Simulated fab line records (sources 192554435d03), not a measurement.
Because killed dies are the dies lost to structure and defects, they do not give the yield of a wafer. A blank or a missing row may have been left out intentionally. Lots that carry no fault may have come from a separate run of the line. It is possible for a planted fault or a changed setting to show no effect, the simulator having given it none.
fab line records ; flow n5Finfet
record lots=5; wafers=15; lastDay=18
route steps=1938 shown BEOL_M2@875 BEOL_M4@1111 PASSIVATION@1936
lots with no fault: from the same line, run without faults
startH: hours from the record's opening day to when the first of the lot's shown wafers began ; waitH: hours from the lot's prior step to this one ; " as in the row above ; L1.1+2: a row that stands for several wafers ; - either no value or no given start ; * or withheld: withheld ; < > ~ a bound
route shown NAME@n: names a module that has steps shown in the file, with the first one's number in the route ; usual: the fault-free wafers' mean and standard deviation ; same: alike in all rows ; chamber/n: place in a boat ; sites: per-site readings ; _std_site: the standard deviation of these ; _edge_site: outer sites' mean less inner sites' ; radiusMm: for every site, how far away it sits from the centre of the wafer ; mask NAME#n: copy n ; behind: the most recent tool/chamber to have shaped the wafer ; hold: why the lot was held/for how many hours/how that ended ; device: the transistor (n, p or np) that didn't switch ; end of line: at the end of the route, the tests of the same wafers ; where a step has no rows: the recipe by itself ; killed: at the first sort, the dies lost to defects and structure; wafer yield is something else ; map: shows each die of a wafer: x if killed, . if not, _ if none is there
set.NAME: the run value of the setting; set.NAME@STEP: its run value at that earlier step ; model.NAME: the simulator's own value behind a step, which no gauge read
lots seen at some steps along the route; tables by step, rows by wafer
services: when a tool's chamber went out of use (startH, in hours from the record's first day, below 0 if earlier), for how many hours, and the reason
## steps
# step N5_BEOL_M2_DEVELOP_27
# recipe developTimeS=30; developer=TMAH; resist=CAR-EUV; rinseLiquid=surfactantRinse; dry=airSpin; devTempC=23
# step N5_BEOL_M2_CD_MEAS_28
# recipe targetCdNm=26.2; landingEnergyEv=500; detector=seInlens; targetCdYNm=24.1; polarity=opening
# usual cdNm=26.26/0.24
lot.wafer;tool;chamber;startH;waitH;cdNm
L773.2;cdSem-02;0;162.95;-;26.00
L773.3;cdSem-02;0;162.95;-;26.16
L773.5;cdSem-02;0;162.95;-;26.17
L775.1;cdSem-03;0;171.37;-;26.63
L775.2;cdSem-03;0;171.37;-;26.24
L775.5;cdSem-03;0;171.37;-;26.04
L786.1;cdSem-03;0;238.55;-;26.36
L786.3;cdSem-03;0;238.55;-;25.90
L786.6;cdSem-03;0;238.55;-;26.20
L770.1;cdSem-01;0;253.84;-;25.98
L770.4;cdSem-01;0;253.84;-;25.95
L770.6;cdSem-01;0;253.84;-;26.22
L791.2;cdSem-02;0;283.29;-;26.39
L791.4;cdSem-02;0;283.29;-;26.36
L791.5;cdSem-02;0;283.29;-;26.45
# step N5_BEOL_M2_OVL_MEAS_29
# recipe pointsPerWafer=522
# usual V1_OVL=-0.1/0.59
lot.wafer;tool;chamber;startH;waitH;V1_OVL[nm]
L773.2;overlay-02;0;162.99;0.0;0.2
L773.3;overlay-02;0;162.99;0.0;1.1
L773.5;overlay-02;0;162.99;0.0;0.6
L775.1;overlay-01;0;171.40;0.0;0.5
L775.2;overlay-01;0;171.40;0.0;-0.5
L775.5;overlay-01;0;171.40;0.0;0.6
L786.1;overlay-02;0;238.58;0.0;-0.6
L786.3;overlay-02;0;238.58;0.0;-0.4
L786.6;overlay-02;0;238.58;0.0;0.2
L770.1;overlay-01;0;253.87;0.0;1.3
L770.4;overlay-01;0;253.87;0.0;0.4
L770.6;overlay-01;0;253.87;0.0;0.5
L791.2;overlay-01;0;283.32;0.0;0.1
L791.4;overlay-01;0;283.32;0.0;-0.1
L791.5;overlay-01;0;283.32;0.0;0.1
# step N5_BEOL_M2_INSPECT_30
# recipe mode=adi; inspectInstrument=brightfield
# usual rawDefectCount=438/97
lot.wafer;tool;chamber;startH;waitH;rawDefectCount
L773.2;defectInspect-01;-;163.04;0.0;627
L773.3;defectInspect-01;-;163.04;0.0;567
L773.5;defectInspect-01;-;163.04;0.0;610
L775.1;defectInspect-01;-;171.46;0.1;512
L775.2;defectInspect-01;-;171.46;0.1;485
L775.5;defectInspect-01;-;171.46;0.1;311
L786.1;defectInspect-02;-;238.64;0.1;359
L786.3;defectInspect-02;-;238.64;0.1;374
L786.6;defectInspect-02;-;238.64;0.1;334
L770.1;defectInspect-02;-;253.93;0.1;465
L770.4;defectInspect-02;-;253.93;0.1;348
L770.6;defectInspect-02;-;253.93;0.1;312
L791.2;defectInspect-01;-;283.37;0.0;413
L791.4;defectInspect-01;-;283.37;0.0;373
L791.5;defectInspect-01;-;283.37;0.0;417
# step N5_BEOL_M2_DESCUM_33
# recipe chemistry=O2; timeS=7; sourcePowerW=50; biasPowerW=20; pressureMtorr=20; rfFrequencyHz=2.712e+07; tempC=40; resist=CAR-EUV; o2FlowSccm=225
# usual drypumpMotorCurrentA=5.6/0.3; oesProductAu=0.78/0.074; rfFwdPowerW=49.47/0.21; rfVppV=243.6/1.2; showerheadPlenumPTorr=2.12/0.062; throttleValvePct=20.5/0.33
lot.wafer;tool;chamber;startH;waitH;drypumpMotorCurrentA;oesProductAu;rfFwdPowerW;rfHoursCounterH;rfVppV;showerheadPlenumPTorr;throttleValvePct
L773.2;rieDiel-03;1;163.08;0.0;5.8;0.78;49.34;111;242.5;2.13;20.5
L773.3;rieDiel-03;3;163.08;0.0;5.1;0.74;49.45;157;242.5;2.10;20.5
L773.5;rieDiel-03;3;163.08;0.0;5.1;0.74;49.25;-;242.1;2.10;20.5
L775.1;rieDiel-01;3;171.70;0.2;5.5;0.89;49.40;37;241.6;2.04;20.0
L775.2;rieDiel-01;0;171.70;0.2;5.7;0.86;49.52;55;246.1;2.22;20.1
L775.5;rieDiel-01;0;171.70;0.2;5.7;0.86;49.59;-;243.9;2.22;20.1
L786.1;rieDiel-03;3;239.01;0.4;5.1;0.72;49.11;185;244.9;2.09;20.6
L786.3;rieDiel-03;2;239.01;0.4;6.3;0.70;49.49;227;244.0;2.09;20.7
L786.6;rieDiel-03;0;239.01;0.4;5.3;0.92;49.52;-;243.6;2.15;20.5
L770.1;rieDiel-01;3;254.00;0.1;5.5;0.85;49.32;72;242.1;2.02;20.1
L770.4;rieDiel-01;0;254.00;0.1;5.7;0.82;49.76;-;245.4;2.21;20.1
L770.6;rieDiel-01;3;254.00;0.1;5.5;0.84;49.52;-;242.1;2.02;20.1
L791.2;rieDiel-03;2;283.46;0.1;6.3;0.69;49.42;240;241.0;2.09;20.7
L791.4;rieDiel-03;3;283.46;0.1;5.1;0.70;49.36;200;244.0;2.09;20.6
L791.5;rieDiel-03;0;283.46;0.1;5.3;0.88;49.50;-;244.4;2.14;20.6
# step N5_BEOL_M2_ETCH_77
# recipe chemistry=N2/H2; target=underlayer; targetDepthA=65; maskMaterial=CAR-EUV; timeS=5.2; ionEnergyEv=200; pressureMtorr=30; sourceW=840; biasW=150; n2FlowSccm=200; h2FlowSccm=200; ends=cleared
# usual drypumpMotorCurrentA=5.6/0.3; etchRfOnTimeS=5.26/0.12; n2FlowSccm=200.0/0.61; oesProductAu=0.66/0.062; rfFwdPowerW=819.7/2.4; rfVppV=524.8/2.1; showerheadPlenumPTorr=2.57/0.074; throttleValvePct=17.88/0.29
lot.wafer;tool;chamber;startH;waitH;drypumpMotorCurrentA;etchRfOnTimeS;n2FlowSccm;oesProductAu;rfFwdPowerW;rfHoursCounterH;rfVppV;showerheadPlenumPTorr;throttleValvePct
L773.2;rieDiel-03;1;163.11;0.0;5.8;5.28;201.3;0.66;822.1;111;526.2;2.55;17.62
L773.3;rieDiel-03;3;163.11;0.0;5.1;5.21;200.5;0.63;817.6;157;522.0;2.55;17.97
L773.5;rieDiel-03;3;163.11;0.0;5.2;5.27;201.2;0.63;819.5;-;523.1;2.55;17.95
L775.1;rieDiel-01;3;171.74;0.0;5.5;5.35;200.7;0.75;824.4;37;522.6;2.49;17.60
L775.2;rieDiel-01;0;171.74;0.0;5.8;5.04;200.4;0.73;818.4;55;528.0;2.71;17.58
L775.5;rieDiel-01;0;171.74;0.0;5.7;5.02;199.4;0.74;821.8;-;528.5;2.71;17.57
L786.1;rieDiel-03;3;239.05;0.0;5.1;5.27;200.9;0.61;816.5;185;523.2;2.54;18.02
L786.3;rieDiel-03;2;239.05;0.0;6.3;5.48;200.8;0.58;820.9;227;523.5;2.50;17.80
L786.6;rieDiel-03;0;239.05;0.0;5.3;5.21;200.7;0.77;816.2;-;525.4;2.57;17.63
L770.1;rieDiel-01;3;254.04;0.0;5.5;5.31;200.1;0.70;822.7;72;523.6;2.48;17.64
L770.4;rieDiel-01;0;254.04;0.0;5.7;5.13;200.0;0.70;821.5;-;527.0;2.70;17.62
L770.6;rieDiel-01;3;254.04;0.0;5.5;5.31;199.8;0.71;818.3;-;521.8;2.48;17.62
L791.2;rieDiel-03;2;283.49;0.0;6.2;5.55;199.6;0.57;815.4;240;523.2;2.49;17.83
L791.4;rieDiel-03;3;283.49;0.0;5.2;5.33;200.1;0.60;821.6;200;524.5;2.54;18.06
L791.5;rieDiel-03;0;283.49;0.0;5.3;5.27;199.8;0.73;817.0;-;525.0;2.56;17.65
# step N5_BEOL_M2_ETCH_69
# recipe chemistry=CF4; target=SiARC; targetDepthA=156; maskMaterial=CAR-EUV; timeS=26; ionEnergyEv=80; pressureMtorr=40; sourceW=545; biasW=36; Ar_flow_sccm=100; cf4FlowSccm=100; ends=cleared
# step N5_BEOL_M2_ALD_98
# recipe material=SiO2; targetThkA=25; tempC=100; aldPrecursorFamily=BDEAS; aldCoReactant=O2-plasma; pulseTimeS=1; coReactantPulseTimeS=1; purgeTimeS=2; coReactantPurgeTimeS=2; aldCycles=17; pressureTorr=2
# usual chamberPressureTorr=2.000/0.004; heaterPowerW=76/6.4; precursorPulseHeightRel=1.001/0.02
lot.wafer;tool;chamber;startH;waitH;chamberPressureTorr;heaterPowerW;precursorPulseHeightRel
L773.2;aldSin-02;2;163.39;0.2;2.004;95;1.008
L773.3;aldSin-02;0;163.39;0.2;1.993;70;0.996
L773.5;aldSin-02;0;163.39;0.2;2.006;71;0.997
L775.1;aldSin-03;3;171.85;0.1;2.001;81;0.945
L775.2;aldSin-03;1;171.85;0.1;2.005;76;0.999
L775.5;aldSin-03;3;171.85;0.1;2.002;81;1.004
L786.1;aldSin-01;0;239.15;0.1;2.000;75;0.990
L786.3;aldSin-01;3;239.15;0.1;2.002;75;1.014
L786.6;aldSin-01;2;239.15;0.1;1.998;66;1.030
L770.1;aldSin-02;3;254.13;0.1;2.000;70;0.988
L770.4;aldSin-02;0;254.13;0.1;2.001;72;0.994
L770.6;aldSin-02;3;254.13;0.1;2.004;70;1.002
L791.2;aldSin-02;0;283.59;0.1;2.001;72;1.029
L791.4;aldSin-02;3;283.59;0.1;1.998;71;0.994
L791.5;aldSin-02;2;283.59;0.1;2.002;94;1.020
# step N5_BEOL_M2_ETCHBACK_99
# recipe chemistry=CHF3; target=SiO2; targetDepthA=50; timeS=10.4; sourceW=215; biasW=47; Ar_flow_sccm=200; CHF3_flow_sccm=12; ionEnergyEv=100; pressureMtorr=30
# usual drypumpMotorCurrentA=5.60/0.29; oesProductAu=0.78/0.076; rfFwdPowerW=212.9/0.81; rfVppV=240/4.6; showerheadPlenumPTorr=2.18/0.058; throttleValvePct=17.08/0.29
lot.wafer;tool;chamber;startH;waitH;drypumpMotorCurrentA;oesProductAu;rfFwdPowerW;rfHoursCounterH;rfVppV;showerheadPlenumPTorr;throttleValvePct
L773.2;rieDiel-03;2;164.43;1.0;6.28;0.71;213.4;199;242;2.12;17.11
L773.3;rieDiel-03;0;164.43;1.0;5.30;0.68;214.2;243;242;2.23;17.65
L773.5;rieDiel-03;3;164.43;1.0;5.14;0.73;212.6;-;238;2.15;17.09
L775.1;rieDiel-06;3;172.07;0.2;5.14;0.72;212.4;177;230;2.25;17.55
L775.2;rieDiel-06;0;172.07;0.2;5.91;0.84;212.9;72;235;2.08;16.80
L775.5;rieDiel-06;1;172.07;0.2;5.63;0.71;211.9;-;235;2.20;17.45
L786.1;rieDiel-03;0;243.90;4.7;5.29;0.90;213.8;16;241;2.22;17.24
L786.3;rieDiel-03;3;243.90;4.7;5.13;0.71;213.1;188;240;2.14;17.15
L786.6;rieDiel-03;2;243.90;4.7;6.28;0.68;213.8;-;242;2.11;17.17
L770.1;rieDiel-01;0;273.25;19.1;5.73;0.81;214.5;96;241;2.25;16.69
L770.4;rieDiel-01;3;273.25;19.1;5.50;0.82;213.1;79;241;2.10;16.84
L770.6;rieDiel-01;0;273.25;19.1;5.72;0.81;213.1;-;242;2.25;16.69
L791.2;rieDiel-06;2;293.08;9.4;5.50;0.79;213.2;112;245;2.16;17.13
L791.4;rieDiel-06;0;293.08;9.4;5.91;0.81;213.0;107;236;2.07;16.85
L791.5;rieDiel-06;2;293.08;9.4;5.49;0.80;213.2;-;245;2.16;17.12
# step N5_BEOL_M2_ETCH_70
# recipe chemistry=N2/H2; target=SOC; targetDepthA=800; overetchA=240; maskMaterial=SiARC; tempC=40; timeS=130; ionEnergyEv=200; pressureMtorr=30; sourceW=840; biasW=150; n2FlowSccm=200; h2FlowSccm=200
# usual drypumpMotorCurrentA=5.60/0.3; n2FlowSccm=199.9/0.59; oesProductAu=0.58/0.053; rfFwdPowerW=836.5/2.6; rfVppV=524.8/2.1; showerheadPlenumPTorr=2.58/0.075; throttleValvePct=17.83/0.29
lot.wafer;tool;chamber;startH;waitH;drypumpMotorCurrentA;n2FlowSccm;oesProductAu;rfFwdPowerW;rfHoursCounterH;rfVppV;showerheadPlenumPTorr;throttleValvePct
L773.2;rieDiel-03;2;164.46;0.0;6.34;200.1;0.54;837.6;199;524.1;2.51;17.72
L773.3;rieDiel-03;0;164.46;0.0;5.27;201.0;0.50;835.9;243;524.6;2.58;18.01
L773.5;rieDiel-03;3;164.46;0.0;5.14;199.4;0.54;834.1;-;526.0;2.55;17.93
L775.1;rieDiel-06;3;172.10;0.0;5.12;199.6;0.53;838.8;178;527.4;2.65;18.40
L775.2;rieDiel-06;0;172.10;0.0;5.91;200.4;0.62;834.8;72;521.0;2.46;17.48
L775.5;rieDiel-06;1;172.10;0.0;5.66;198.6;0.53;838.8;-;526.4;2.60;18.17
L786.1;rieDiel-03;0;243.94;0.0;5.26;199.5;0.67;832.4;16;525.5;2.57;17.59
L786.3;rieDiel-03;3;243.94;0.0;5.14;199.7;0.53;838.5;188;523.8;2.54;17.96
L786.6;rieDiel-03;2;243.94;0.0;6.27;200.4;0.52;833.7;-;524.2;2.49;17.79
L770.1;rieDiel-01;0;273.28;0.0;5.75;200.3;0.59;839.3;96;526.5;2.69;17.59
L770.4;rieDiel-01;3;273.28;0.0;5.51;199.6;0.61;837.8;79;521.6;2.48;17.60
L770.6;rieDiel-01;0;273.28;0.0;5.75;200.1;0.59;835.9;-;527.1;2.69;17.60
L791.2;rieDiel-06;2;293.12;0.0;5.47;200.6;0.58;838.8;112;523.7;2.56;17.85
L791.4;rieDiel-06;0;293.12;0.0;5.92;201.0;0.58;835.8;107;521.8;2.45;17.54
L791.5;rieDiel-06;2;293.12;0.0;5.48;199.6;0.57;832.5;-;524.1;2.56;17.83
# step N5_BEOL_M2_STRIP_71
# recipe chemistry=N2/H2; tempC=40; n2FlowSccm=200; h2FlowSccm=200; rfFrequencyHz=6e+07
# step N5_BEOL_M2_STRIP_78
# recipe chemistry=N2/H2; tempC=40; n2FlowSccm=200; h2FlowSccm=200; rfFrequencyHz=6e+07
# step N5_BEOL_M2_VIA_ETCH_34
# recipe chemistry=C4F6/O2; targetDepthA=694; maskMaterial=SOC; pressureMtorr=15; ionEnergyEv=250; taperDeg=4; timeS=65.9; sourceW=350; biasW=170; Ar_flow_sccm=300; C4F6_flow_sccm=10; O2_flow_sccm=10
# usual drypumpMotorCurrentA=5.60/0.3; oesProductAu=0.78/0.076; rfFwdPowerW=347.5/1.2; rfVppV=665/13; showerheadPlenumPTorr=2.88/0.074; throttleValvePct=30.8/0.35
lot.wafer;tool;chamber;startH;waitH;drypumpMotorCurrentA;oesProductAu;rfFwdPowerW;rfHoursCounterH;rfVppV;showerheadPlenumPTorr;throttleValvePct;model.etch.depthNm;model.SOC_of_BEOL_M2_COAT_67.thkNm
L773.2;rieDiel-03;2;164.57;0.0;6.28;0.71;348.8;199;668;2.81;30.5;66.38;52.2
L773.3;rieDiel-03;0;164.57;0.0;5.28;0.68;347.5;243;670;2.94;31.4;68.52;51.8
L773.5;rieDiel-03;3;164.57;0.0;5.15;0.73;347.4;-;661;2.84;30.7;68.7;52
L775.1;rieDiel-06;3;172.21;0.0;5.16;0.71;349.0;178;634;2.97;31.5;67.95;52
L775.2;rieDiel-06;0;172.21;0.0;5.92;0.84;344.1;72;651;2.75;30.4;69.68;51.8
L775.5;rieDiel-06;1;172.21;0.0;5.65;0.71;346.5;-;650;2.90;31.0;68.87;52
L786.1;rieDiel-03;0;244.05;0.0;5.30;0.89;349.2;16;670;2.93;31.1;69;52.4
L786.3;rieDiel-03;3;244.05;0.0;5.15;0.75;432.6;188;595;2.82;30.8;73.9;51.6
L786.6;rieDiel-03;2;244.05;0.0;6.29;0.69;347.0;-;670;2.80;30.5;66.85;52.4
L770.1;rieDiel-01;0;273.39;0.0;5.76;0.81;347.7;96;663;2.97;30.3;70.12;52
L770.4;rieDiel-01;3;273.39;0.0;5.49;0.83;345.4;79;664;2.78;30.6;68.91;52.2
L770.6;rieDiel-01;0;273.39;0.0;5.73;0.80;347.1;-;665;2.97;30.3;69.33;52
L791.2;rieDiel-06;2;293.22;0.0;5.50;0.80;346.2;112;674;2.85;30.9;71.18;51.2
L791.4;rieDiel-06;0;293.22;0.0;5.91;0.81;346.3;107;651;2.74;30.4;70.58;51.2
L791.5;rieDiel-06;2;293.22;0.0;5.48;0.80;346.1;-;675;2.85;30.9;71.89;51.2
# step N5_BEOL_M2_STRIP_83
# recipe chemistry=C4F6/O2; resist=SiARC; rfFrequencyHz=6e+07
# step N5_BEOL_M4_RC_MEAS_101
# usual DIBL_N=36.1/1.6; DIBL_P=35.7/1.8; IOFF_N=0.159/0.027; IOFF_P=0.21/0.03; ION_N=673/10; ION_P=462/7.4; SS_N=71.4/0.56; SS_P=73.2/0.61; VT_N=249.7/3; VT_P=-250/3.1
lot.wafer;tool;chamber;startH;waitH;DIBL_N[mV/V];DIBL_P[mV/V];IOFF_N[nA/um];IOFF_P[nA/um];ION_N[uA/um];ION_P[uA/um];SS_N[mV/dec];SS_P[mV/dec];VT_N[mV];VT_P[mV]
L773.2;prober-02;0;192.03;0.2;35.6;33.5;0.143;0.19;659;454;71.5;73.1;253.8;-250
L773.3;prober-02;0;192.03;0.2;37.0;35.8;0.177;0.22;662;457;71.7;73.9;248.6;-247
L773.5;prober-02;0;192.03;0.2;37.5;35.7;0.181;0.23;667;464;71.5;73.3;249.3;-249
L775.1;prober-01;0;199.26;0.3;37.0;35.0;0.156;0.19;680;459;71.6;72.9;250.1;-249
L775.2;prober-01;0;199.26;0.3;36.6;35.1;0.156;0.20;679;470;71.8;72.3;251.7;-250
L775.5;prober-01;0;199.26;0.3;37.1;34.1;0.142;0.18;660;450;71.5;72.8;251.9;-253
L786.1;prober-01;0;281.32;0.0;35.3;34.4;0.133;0.17;677;463;70.7;72.0;250.3;-254
L786.3;prober-01;0;281.32;0.0;36.7;36.0;0.154;0.20;680;469;70.9;73.2;247.0;-250
L786.6;prober-01;0;281.32;0.0;34.5;34.2;0.123;0.17;675;465;70.3;72.5;249.6;-252
L770.1;prober-02;0;307.56;0.0;35.5;35.5;0.162;0.23;672;467;70.4;73.4;250.9;-247
L770.4;prober-02;0;307.56;0.0;34.6;34.5;0.153;0.21;681;469;70.9;72.9;248.9;-248
L770.6;prober-02;0;307.56;0.0;34.1;34.6;0.142;0.21;674;466;70.9;72.8;251.2;-247
L791.2;prober-02;0;329.06;0.2;39.1;38.5;0.197;0.30;681;470;71.4;74.1;245.4;-243
L791.4;prober-02;0;329.06;0.2;35.9;34.2;0.139;0.20;671;468;70.7;73.6;249.0;-250
L791.5;prober-02;0;329.06;0.2;38.1;36.9;0.179;0.26;678;473;71.4;73.8;247.1;-244
# step N5_PASSIVATION_PROBE_49
# usual defectLimitedYield=91.0/1.3; killed_at_M0_to_M3=33/10; killed_at_M4_up=14/5.6; killedAtContacts=12/5.8; killedAtFrontEnd=43/11; killedAtOther=4.1/2.8; killedDies=106/15; killedOnRim=14/3.9; killedOpen=70/12; killedShort=34/7.5; sort_bin_5_function=5.3/0.88; sort_bin_6_memory=3.3/0.64; sortNPass=1074/15; sortYieldPct=91.0/1.3
# same grossDies=1180; killedAtBackSide=0; sort_bin_4_leakage[%]=0; sort_bin_8_speed[%]=0
lot.wafer;tool;chamber;startH;waitH;defectLimitedYield[%];killed_at_M0_to_M3;killed_at_M4_up;killedAtContacts;killedAtFrontEnd;killedAtOther;killedDies;killedOnRim;killedOpen;killedShort;sort_bin_5_function[%];sort_bin_6_memory[%];sortNPass;sortYieldPct[%]
L775.1;prober-01;-;317.49;0.0;90.7;14;19;23;51;3;110;14;86;19;4.7;4.2;1070;90.7
L775.2;prober-01;-;317.54;0.1;90.3;26;10;17;59;3;115;15;80;33;5.8;3.8;1065;90.3
L775.5;prober-01;-;317.69;0.2;88.3;44;13;15;61;5;138;29;86;50;5.8;5.0;1042;88.3
L786.1;prober-01;-;381.00;0.0;89.2;40;12;23;49;4;128;21;79;47;6.1;4.4;1052;89.2
L786.3;prober-01;-;381.10;0.1;92.1;29;13;4;43;4;93;10;55;38;4.3;3.2;1087;92.1
L786.6;prober-01;-;381.25;0.3;88.9;67;6;18;38;2;131;16;95;36;7.7;3.3;1049;88.9
# killed by level:class
L775.1 MOL_CONTACT_COAG:geometricParticle:open=19 FIN_SAQP:geometricParticle:open=18 STI_FIN_REVEAL:geometricParticle:open=10 BEOL_M4:geometricParticle:open=10 FIN_SAQP:geometricParticle:short=6 DUMMY_GATE:geometricParticle:open=5 ILD0:geometricParticle:open=4 MOL_CONTACT_COAG:geometricParticle:short=4
L775.2 FIN_SAQP:geometricParticle:open=25 MOL_CONTACT_COAG:geometricParticle:open=16 FIN_SAQP:geometricParticle:short=11 BEOL_M2:geometricParticle:open=9 STI_FIN_REVEAL:geometricParticle:open=6 DUMMY_GATE:geometricParticle:open=4 STARTING-WAFER:geometricParticle:short=4 BEOL_M1:geometricParticle:open=3
L775.5 FIN_SAQP:geometricParticle:short=13 MOL_CONTACT_COAG:geometricParticle:open=13 FIN_SAQP:geometricParticle:open=12 BEOL_M0_SAQP:geometricParticle:short=11 BEOL_M0_SAQP:geometricParticle:open=10 STI_FIN_REVEAL:geometricParticle:open=9 BEOL_M1:geometricParticle:open=6 BEOL_M3:geometricParticle:open=6
L786.1 FIN_SAQP:geometricParticle:short=15 MOL_CONTACT_COAG:geometricParticle:open=15 FIN_SAQP:geometricParticle:open=8 MOL_CONTACT_COAG:geometricParticle:short=8 BEOL_M2:geometricParticle:open=8 BEOL_M3:geometricParticle:open=8 DUMMY_GATE:geometricParticle:open=6 BEOL_M0_SAQP:geometricParticle:short=6
L786.3 FIN_SAQP:geometricParticle:short=16 FIN_SAQP:geometricParticle:open=13 BEOL_M3:geometricParticle:open=11 STI_FIN_REVEAL:geometricParticle:open=6 BEOL_M0_SAQP:geometricParticle:open=4 BEOL_M11:geometricParticle:open=3 BEOL_M2:geometricParticle:open=3 BEOL_M4:geometricParticle:open=3
L786.6 BEOL_M3:geometricParticle:open=21 MOL_CONTACT_COAG:geometricParticle:open=15 FIN_SAQP:geometricParticle:short=11 BEOL_M2:geometricParticle:open=11 BEOL_M0:geometricParticle:open=10 BEOL_M1:geometricParticle:open=9 FIN_SAQP:geometricParticle:open=8 BEOL_M0_SAQP:geometricParticle:open=6
## services
tool;chamber;startH;hours;kind
aldSin-02;-;144.29;6.0;pm
rieDiel-06;2;144.85;12.2;repair
aldSin-03;-;162.30;6.1;pm
rieDiel-03;0;170.10;5.9;repair
aldSin-02;0;173.72;1.7;repair
aldSin-03;-;177.94;14.0;pm
aldSin-01;1;184.53;5.7;repair
aldSin-02;3;187.52;4.0;repair
rieDiel-03;0;190.51;-;clean
rieDiel-03;0;190.51;-;consumableReplace:focusRing
rieDiel-03;0;190.51;12.7;scheduledDown
rieDiel-03;0;190.51;12.7;ventCycle
rieDiel-01;0;198.22;3.0;repair
aldSin-03;-;207.83;6.0;pm
aldSin-02;3;222.86;5.1;repair
aldSin-03;0;225.83;2.4;repair
aldSin-03;0;229.60;4.2;repair
rieDiel-06;-;232.17;14.6;pm
rieDiel-01;2;232.53;-;clean
rieDiel-01;2;232.53;-;consumableReplace:focusRing
rieDiel-01;2;232.53;27.3;scheduledDown
aldSin-03;0;243.70;4.6;repair
aldSin-03;2;246.32;3.0;repair
rieDiel-03;2;263.59;3.8;repair
## key
firstSign step=N5_BEOL_M2_VIA_ETCH_34; reading=rfFwdPowerW; direction=up; sigmas=72; usual=*; struck=*
effect step=N5_BEOL_M2_VIA_ETCH_34; reading=rfVppV; direction=down; sigmas=5.5; usual=665; struck=595
modelEffect step=N5_BEOL_M2_VIA_ETCH_34; value=etch.depthNm; without=67.97; struck=73.9
metAt N5_BEOL_M2_VIA_ETCH_34
struckWafers L786.3
onsetBetween 164.57 244.05
fault kind=processParameterDrift; tool=rieDiel-03; chamber=3; onsetH=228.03; steps=N5_BEOL_M2_VIA_ETCH_34; channel=sourceW; offset=84; shape=step; endH=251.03; actsIn=theseRecipesOnly; stated=350
